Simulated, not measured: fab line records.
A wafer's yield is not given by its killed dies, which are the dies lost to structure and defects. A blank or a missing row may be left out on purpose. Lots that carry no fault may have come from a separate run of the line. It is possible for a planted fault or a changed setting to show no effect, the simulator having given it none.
Matching of chambers -- flow n5Finfet -- aldSin-01 running N5_BEOL_M1_ALD_98: 4 sister chambers
The step deposits SiO2, target thk 2.5 nm, pulse time 1 s, co reactant pulse time 1 s. 8 wafers are shown with their chamber, then 12 later ones without.

## EACH WAFER AND ITS CHAMBER
wafer,chamber,heaterPowerW (W),precursorPulseHeightRel
L083.1,1,68,0.960
L084.5,2,99,0.978
L087.1,3,86,0.995
L087.2,1,70,0.974
L087.3,2,102,0.982
L087.4,0,76,0.983
L087.5,3,88,0.967
L087.6,0,77,0.991

## WAFERS WITHOUT THEIR CHAMBER
wafer,heaterPowerW (W),precursorPulseHeightRel
L088.1,69,1.007
L088.4,79,0.988
L088.6,97,0.998
L091.2,74,0.982
L091.3,102,1.008
L091.4,87,1.018
L094.2,71,0.981
L094.4,77,1.015
L094.5,100,0.998
L095.1,84,0.991
L095.3,97,1.015
L095.6,88,1.012

## EACH ONE'S CHAMBER
wafer,from the rows above,in truth
L088.1,can't be placed: 1 or 0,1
L088.4,0,0
L088.6,2,2
L091.2,can't be placed: 0 or 1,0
L091.3,2,2
L091.4,3,3
L094.2,can't be placed: 1 or 0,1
L094.4,0,0
L094.5,2,2
L095.1,3,3
L095.3,2,2
L095.6,3,3
Correct placement for 9 of the 12. Can't be placed from these rows: 3 (the true chamber is among the candidates in 3). Placed wrongly: 0.
How it was worked out, from the rows above alone: a wafer's distance from a chamber is the root of the sum, over the readings, of the square of ((its reading less the chamber's mean) divided by the reading's scatter). The wafer belongs to the nearest chamber; if the next one is less than 2 further off, it can't be placed. A chamber's mean is the mean of its shown wafers. The scatter: the root of (the sum of the squares of (reading less its chamber's mean) over the shown wafers, divided by (wafers less chambers)).
